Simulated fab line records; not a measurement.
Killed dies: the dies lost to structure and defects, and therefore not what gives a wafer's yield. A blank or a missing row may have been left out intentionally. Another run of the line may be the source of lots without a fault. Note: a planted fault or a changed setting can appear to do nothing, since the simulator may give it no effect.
fab line records	flow n5-finfet
[record] lots = 11	wafers = 32	last-day = 16
route steps=1938 shown BEOL_M10@1486 PASSIVATION@1936
lots that met no fault: from a run of the same line without faults
start-h: hours from the record's opening day to when the first of the lot's shown wafers began	wait-h: hours elapsed since this lot's preceding step	" as in the row above	L1.1+2: a single row standing in for several wafers	- no value present, or no start provided	* or withheld: withheld	< > ~ a bound
route shown NAME@n: a module of which the file shows steps, and the number in the route of the first	usual: average and standard deviation across the fault-free wafers	same: alike in all rows	chamber/n: place in a boat	sites: each site's reading	_std_site: their standard deviation	_edge_site: the outer-site mean with the inner-site mean subtracted	radius-mm: how far each site lies from the wafer's centre	mask NAME#n: copy n	behind: tool/chamber where the wafer was last shaped	hold: cause of the lot's hold/its duration in hours/its outcome	device: whichever transistor did not switch (one of n, p or np)	end of line: the tests these same wafers got at the end of their route	for a step that has no rows: nothing shown but its recipe	killed: dies lost to structure and defects at the first sort, not the wafer's yield	map: dies across one wafer; x = killed, . = not, _ = none there
set.NAME: the run value of the setting; set.NAME@STEP: its run value at that earlier step	model.NAME: the simulator's own value behind a step, which no gauge read
steps of the route over a sample of lots; a table a step, a row a wafer
services: from which hour (start-h, from the record's first day; less than 0 if before it) a tool's chamber was out of use, for how many hours, and why
[[steps]]
[step N5_BEOL_M10_DESCUM_16]
[recipe] chemistry = O2	time-s = 7.9	source-power-w = 50	bias-power-w = 20	pressure-mtorr = 20	rf-frequency-hz = 2.712e+07	temp-c = 40	resist = CAR-ArF	o2-flow-sccm = 225
[usual] drypump-motor-current-A = 5.8/0.42	oes-product-au = 0.78/0.077	rf-vpp-V = 243.5/1.5	showerhead-plenum-p-Torr = 2.11/0.083	throttle-valve-pct = 20.41/0.23
lot.wafer	tool	chamber	start-h	wait-h	drypump-motor-current-A	oes-product-au	rf-hours-counter-h	rf-vpp-V	showerhead-plenum-p-Torr	throttle-valve-pct
L207.2	rie-diel-02	1	215.88	0.6	6.5	0.70	235	244.2	2.15	20.53
L207.3	"	3	"	"	5.9	0.74	149	242.2	2.01	20.27
L207.4	"	0	"	"	5.5	0.94	12	244.0	2.23	20.06
L208.1	rie-diel-01	3	230.19	0.3	6.2	0.76	150	243.8	2.18	20.45
L208.2	"	0	"	"	5.7	0.73	200	239.8	1.98	20.62
L208.5	"	2	"	"	5.0	0.69	-	243.7	2.14	20.80
L209.2	rie-diel-01	3	235.04	0.1	6.2	0.75	152	244.2	2.18	20.46
L209.4	"	0	"	"	5.7	0.72	-	241.7	1.98	20.62
L209.5	"	1	"	"	5.6	0.82	-	244.8	2.19	20.18
L211.1	rie-diel-06	1	243.99	1.1	5.0	0.87	38	240.8	2.03	20.17
L211.4	"	3	"	"	6.4	0.75	154	244.1	2.08	20.68
L211.5	"	2	"	"	5.5	0.72	-	243.9	2.16	20.84
L213.2	rie-diel-01	0	260.05	0.4	5.6	0.71	217	242.1	1.98	20.67
L213.5	"	0	"	"	5.6	0.71	-	241.4	1.98	20.65
L213.6	"	1	"	"	5.6	0.81	-	244.1	2.19	20.19
L214.1	rie-diel-02	1	263.28	0.5	6.5	0.68	246	242.1	2.15	20.53
L214.2	"	2	"	"	6.1	0.76	137	242.9	2.19	20.37
L214.3	"	3	"	"	5.9	0.73	160	240.4	2.00	20.28
L216.2	rie-diel-06	2	280.86	0.1	5.4	0.71	213	243.9	2.16	20.87
L216.5	"	2	"	"	5.4	0.71	-	244.6	2.16	20.88
L221.2	rie-diel-01	0	304.83	0.1	5.6	0.70	235	241.5	1.97	20.67
L221.3	"	2	"	"	5.0	0.94	12	243.3	2.14	20.42
L221.5	"	2	"	"	5.0	0.93	-	243.3	2.14	20.40
L223.1	rie-diel-02	1	311.97	0.0	6.5	0.95	6	243.4	2.14	20.18
L223.2	"	2	"	"	6.1	0.75	156	244.3	2.19	20.38
L223.3	"	0	"	"	5.5	0.88	42	245.4	2.21	20.10
L225.4	rie-diel-01	2	322.85	0.0	5.0	0.93	19	245.0	2.14	20.42
L225.5	"	0	"	"	5.6	0.68	-	241.8	1.97	20.69
L225.6	"	1	"	"	5.6	0.78	-	242.6	2.18	20.23
L228.1	rie-diel-06	3	331.73	0.0	6.4	0.73	188	243.1	2.07	20.73
L228.2	"	2	"	"	5.4	0.70	232	244.2	2.15	20.89
L228.3	"	1	"	"	5.0	0.83	66	241.9	2.02	20.21
[step N5_BEOL_M10_STRIP_67]
[recipe] chemistry = CF4	resist = SiARC	power-w = 300	bias-power-w = 75	pressure-mtorr = 50	cf4-flow-sccm = 150	rf-frequency-hz = 6e+07
[usual] drypump-motor-current-A = 5.8/0.43	oes-product-au = 0.78/0.072	rf-vpp-V = 271.6/1.7	showerhead-plenum-p-Torr = 1.81/0.066	throttle-valve-pct = 13.59/0.26
lot.wafer	tool	chamber	start-h	wait-h	drypump-motor-current-A	oes-product-au	rf-hours-counter-h	rf-vpp-V	showerhead-plenum-p-Torr	throttle-valve-pct
L207.2	rie-diel-02	1	216.12	0.0	6.5	0.69	235	273.2	1.83	13.77
L207.3	"	3	"	"	5.9	0.75	149	269.4	1.72	13.46
L207.4	"	0	"	"	5.5	0.94	12	274.0	1.90	13.14
L208.1	rie-diel-01	3	230.42	0.0	6.2	0.76	150	271.7	1.87	13.66
L208.2	"	0	"	"	5.6	0.72	200	270.3	1.71	13.87
L208.5	"	2	"	"	5.0	0.70	-	272.3	1.84	14.02
L209.2	rie-diel-01	3	235.27	0.0	6.2	0.75	152	273.1	1.87	13.66
L209.4	"	0	"	"	5.6	0.73	-	268.0	1.71	13.86
L209.5	"	1	"	"	5.6	0.82	-	274.6	1.89	13.40
L211.1	rie-diel-06	1	244.22	0.0	5.0	0.87	38	269.8	1.75	13.34
L211.4	"	3	"	"	6.4	0.75	154	269.7	1.80	13.89
L211.5	"	2	"	"	5.4	0.72	-	271.2	1.85	13.98
L213.2	rie-diel-01	0	260.39	0.0	5.6	0.71	217	269.0	1.71	13.91
L213.5	"	0	"	"	5.6	0.71	-	267.3	1.71	13.92
L213.6	"	1	"	"	5.6	0.80	-	273.8	1.88	13.43
L214.1	rie-diel-02	1	263.51	0.0	6.5	0.69	246	271.7	1.83	13.79
L214.2	"	2	"	"	6.1	0.75	137	273.0	1.87	13.48
L214.3	"	3	"	"	5.9	0.73	160	269.3	1.72	13.47
L216.2	rie-diel-06	2	281.09	0.0	5.4	0.71	214	272.2	1.84	14.01
L216.5	"	2	"	"	5.4	0.71	-	271.9	1.84	14.02
L221.2	rie-diel-01	0	305.06	0.0	5.6	0.70	235	269.3	1.70	13.94
L221.3	"	2	"	"	5.0	0.93	12	271.6	1.83	13.47
L221.5	"	2	"	"	5.0	0.93	-	270.9	1.83	13.47
L223.1	rie-diel-02	1	312.20	0.0	6.5	0.93	7	271.5	1.83	13.24
L223.2	"	2	"	"	6.1	0.73	156	270.8	1.86	13.55
L223.3	"	0	"	"	5.5	0.87	42	273.1	1.89	13.21
L225.4	rie-diel-01	2	323.08	0.0	5.0	0.91	19	272.4	1.83	13.49
L225.5	"	0	"	"	5.6	0.70	-	269.3	1.70	13.98
L225.6	"	1	"	"	5.6	0.79	-	272.5	1.88	13.48
L228.1	rie-diel-06	3	331.96	0.0	6.4	0.72	188	270.5	1.79	13.98
L228.2	"	2	"	"	5.4	0.70	232	271.8	1.84	14.09
L228.3	"	1	"	"	5.0	0.83	66	272.2	1.74	13.41
[step N5_BEOL_M10_STRIP_19]
[recipe] chemistry = O2	power-w = 400	temp-c = 40	pressure-mtorr = 30	rf-frequency-hz = 6e+07	bias-power-w = 0	overash-fraction = 0.2	o2-flow-sccm = 225
[usual] drypump-motor-current-A = 5.7/0.45	oes-product-au = 0.78/0.079	rf-vpp-V = 3.7/0.55	showerhead-plenum-p-Torr = 2.11/0.079	throttle-valve-pct = 16.69/0.25
lot.wafer	tool	chamber	start-h	wait-h	drypump-motor-current-A	oes-product-au	rf-hours-counter-h	rf-vpp-V	showerhead-plenum-p-Torr	throttle-valve-pct
L207.2	rie-diel-06	3	216.28	0.1	6.4	0.76	145	3.2	2.09	16.90
L207.3	"	2	"	"	5.4	0.72	187	4.1	2.17	17.05
L207.4	"	0	"	"	5.7	0.90	35	3.1	2.05	16.45
L208.1	rie-diel-01	1	230.57	0.1	5.6	0.82	73	3.0	2.20	16.42
L208.2	"	0	"	"	5.6	0.71	200	3.8	1.99	16.90
L208.5	"	2	"	"	5.0	0.67	-	3.3	2.15	17.06
L209.2	rie-diel-01	1	235.47	0.1	5.6	0.81	76	2.7	2.20	16.43
L209.4	"	1	"	"	5.6	0.82	-	3.1	2.20	16.43
L209.5	"	3	"	"	6.2	0.75	-	4.7	2.19	16.72
L211.1	rie-diel-01	3	244.43	0.1	6.2	0.74	157	3.7	2.18	16.73
L211.4	"	1	"	"	5.6	0.81	-	3.9	2.20	16.45
L211.5	"	0	"	"	5.7	0.71	-	4.1	1.99	16.91
L213.2	rie-diel-06	0	260.56	0.1	5.7	0.86	53	3.8	2.04	16.50
L213.5	"	2	"	"	5.5	0.72	-	4.3	2.16	17.08
L213.6	"	3	"	"	6.4	0.75	-	3.9	2.08	16.94
L214.1	rie-diel-02	1	263.72	0.1	6.5	0.69	246	3.2	2.15	16.83
L214.2	"	3	"	"	5.9	0.72	161	3.5	2.01	16.55
L214.3	"	2	"	"	6.1	0.75	137	3.5	2.20	16.61
L216.2	rie-diel-06	3	281.24	0.1	6.4	0.74	169	3.5	2.08	16.94
L216.5	"	0	"	"	5.7	0.85	-	3.4	2.04	16.51
L221.2	rie-diel-06	0	305.21	0.1	5.7	0.84	71	3.8	2.04	16.54
L221.3	"	3	"	"	6.4	0.74	179	3.3	2.08	16.94
L221.5	"	3	"	"	6.4	0.74	-	3.8	2.08	16.94
L223.1	rie-diel-02	1	312.35	0.1	6.5	0.94	7	4.0	2.15	16.38
L223.2	"	3	"	"	5.9	0.72	179	3.0	2.00	16.60
L223.3	"	0	"	"	5.5	0.88	42	3.4	2.22	16.32
L225.4	rie-diel-01	3	323.23	0.1	6.2	0.73	184	4.1	2.17	16.75
L225.5	"	2	"	"	5.0	0.92	-	3.2	2.14	16.62
L225.6	"	3	"	"	6.2	0.73	-	4.4	2.17	16.75
L228.1	rie-diel-01	0	332.11	0.1	5.7	0.68	245	4.3	1.97	16.99
L228.2	"	3	"	"	6.2	0.72	187	4.3	2.17	16.78
L228.3	"	1	"	"	5.6	0.79	116	4.2	2.18	16.50
[step N5_BEOL_M10_EXPOSE_25]
[recipe] mask-id = V9	na = 1.35	source-shape = annular	sigma-inner = 0.5	sigma-outer = 0.8	polarization = unpolarized	dose-mj = 85.5
[usual] exposure-dose-mJ-cm2 = 85.45/0.1
lot.wafer	tool	chamber	start-h	wait-h	mask	exposure-dose-mJ-cm2
L207.2	arfi-scanner-01	0	218.19	-	V9#0	85.58
L207.3	"	0	"	"	V9#0	85.47
L207.4	"	0	"	"	V9#0	85.46
L208.1	arfi-scanner-01	0	231.07	-	V9#0	85.39
L208.2	"	0	"	"	V9#0	85.32
L208.5	"	0	"	"	V9#0	85.27
L209.2	arfi-scanner-01	0	237.20	-	V9#0	85.50
L209.4	"	0	"	"	V9#0	85.42
L209.5	"	0	"	"	V9#0	85.48
L211.1	arfi-scanner-01	0	244.66	-	V9#0	83.31
L211.4	"	0	"	"	V9#0	83.33
L211.5	"	0	"	"	V9#0	83.36
L213.2	arfi-scanner-01	0	261.51	-	V9#0	83.87
L213.5	"	0	"	"	V9#0	83.79
L213.6	"	0	"	"	V9#0	83.68
L214.1	arfi-scanner-02	0	265.27	-	V9#0	85.57
L214.2	"	0	"	"	V9#0	85.41
L214.3	"	0	"	"	V9#0	85.53
L216.2	arfi-scanner-01	0	281.60	-	V9#0	84.22
L216.5	"	0	"	"	V9#0	84.43
L221.2	arfi-scanner-03	0	306.24	-	V9#0	85.54
L221.3	"	0	"	"	V9#0	85.60
L221.5	"	0	"	"	V9#0	85.52
L223.1	arfi-scanner-03	0	314.18	-	V9#0	85.23
L223.2	"	0	"	"	V9#0	85.39
L223.3	"	0	"	"	V9#0	85.22
L225.4	arfi-scanner-02	0	324.91	-	V9#0	85.54
L225.5	"	0	"	"	V9#0	85.60
L225.6	"	0	"	"	V9#0	85.57
L228.1	arfi-scanner-02	0	332.34	-	V9#0	85.51
L228.2	"	0	"	"	V9#0	85.35
L228.3	"	0	"	"	V9#0	85.41
[step N5_PASSIVATION_PROBE_49]
[usual] defect-limited-yield = 91.2/1.4	killed_at_M0_to_M3 = 34/9.4	killed_at_M4_up = 13/5.8	killed-at-contacts = 13/6.4	killed-at-front-end = 41/11	killed-at-other = 3.1/2.3	killed-dies = 103/16	killed-open = 69/12	killed-short = 33/7.8	sort_bin_5_function = 5.1/0.91	sort_bin_6_memory = 3.3/0.63	sort-n-pass = 1077/16	sort-yield-pct = 91.2/1.4
[same] gross-dies = 1180	killed-at-back-side = 0	sort_bin_4_leakage[%] = 0	sort_bin_8_speed[%] = 0
lot.wafer	tool	chamber	start-h	wait-h	defect-limited-yield[%]	killed_at_M0_to_M3	killed_at_M4_up	killed-at-contacts	killed-at-front-end	killed-at-other	killed-dies	killed-open	killed-short	sort_bin_5_function[%]	sort_bin_6_memory[%]	sort-n-pass	sort-yield-pct[%]
L221.2	prober-01	-	355.35	0.1	89.9	33	16	12	55	3	119	81	37	6.1	3.6	1061	89.9
L221.3	prober-01	-	355.40	0.1	92.1	29	7	12	39	6	93	69	22	4.2	3.6	1087	92.1
L221.5	prober-01	-	355.50	0.2	91.0	25	10	15	52	4	106	74	28	5.1	3.5	1074	91.0
// killed by level:class
L221.2 STI_FIN_REVEAL:geometric-particle:open=20 MOL_CONTACT_COAG:geometric-particle:open=11 BEOL_M0_SAQP:geometric-particle:open=10 BEOL_M0_SAQP:geometric-particle:short=8 ILD0:geometric-particle:open=6 ILD0:geometric-particle:short=5 GATE_CUT:geometric-particle:short=5 BEOL_M2:geometric-particle:open=5
L221.3 MOL_CONTACT_COAG:geometric-particle:open=12 BEOL_M3:geometric-particle:open=11 STI_FIN_REVEAL:geometric-particle:open=10 FIN_SAQP:geometric-particle:open=5 BEOL_M1:geometric-particle:open=5 BEOL_M3:geometric-particle:short=4 BEOL_M0_SAQP:geometric-particle:open=4 STARTING-WAFER:geometric-particle:open=4
L221.5 STI_FIN_REVEAL:geometric-particle:open=22 MOL_CONTACT_COAG:geometric-particle:open=11 BEOL_M0_SAQP:geometric-particle:open=8 DUMMY_GATE:geometric-particle:open=6 ILD0:geometric-particle:open=6 STI_FIN_REVEAL:geometric-particle:short=5 BEOL_M0_SAQP:geometric-particle:short=5 MOL_CONTACT_COAG:geometric-particle:short=4
[[services]]
tool	chamber	start-h	hours	kind
rie-diel-02	1	195.81	5.5	repair
arfi-scanner-03	-	197.98	1.0	pm
rie-diel-02	3	198.03	6.0	repair
arfi-scanner-01	-	202.79	1.8	repair
arfi-scanner-01	-	209.37	0.8	pm
arfi-scanner-02	-	210.25	1.0	pm
rie-diel-01	2	231.57	-	clean
rie-diel-01	2	231.57	-	consumable-replace:focus-ring
rie-diel-01	2	231.57	32.8	scheduled-down
arfi-scanner-01	-	233.70	0.4	repair
arfi-scanner-03	-	233.80	0.8	pm
arfi-scanner-02	-	235.63	1.3	pm
arfi-scanner-03	-	235.73	1.3	pm
rie-diel-02	-	241.53	15.6	pm
arfi-scanner-01	-	251.08	0.4	repair
arfi-scanner-03	-	264.05	2.2	repair
rie-diel-06	1	266.28	23.2	repair
arfi-scanner-01	-	269.72	1.3	pm
arfi-scanner-02	-	271.84	0.8	pm
arfi-scanner-02	-	292.34	0.3	repair
arfi-scanner-02	-	306.32	0.9	repair
arfi-scanner-03	-	306.91	0.3	repair
arfi-scanner-02	-	311.85	1.0	pm
arfi-scanner-03	-	329.19	3.2	repair
[[key]]
[first-sign] step = N5_BEOL_M10_EXPOSE_25	reading = exposure-dose-mJ-cm2	direction = down	sigmas = 17	usual = 85.45	struck = 83.75
effect none on later readings
met-at N5_BEOL_M10_EXPOSE_25
struck-lots L211,L213,L216
rows-end L216.2,L216.5
[loop-trim] step = N5_BEOL_M10_EXPOSE_25	setting = dose	lots = L213,L216
not-acting-at N5_BEOL_M10_DESCUM_16,N5_BEOL_M10_STRIP_67,N5_BEOL_M10_STRIP_19
onset-between 237.20 244.66
[fault] kind = process-parameter-drift	tool = arfi-scanner-01	chamber = -	onset-h = 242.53	steps = N5_BEOL_M10_EXPOSE_25	channel = dose-mj	offset = -2.1803	shape = step	acts-in = these-recipes-only	stated = 85.5
// rows-end: these wafers met a further fault down the route, and their rows from its step on are left out
// loop-trim: a control loop set the setting to another value than it would have without faults
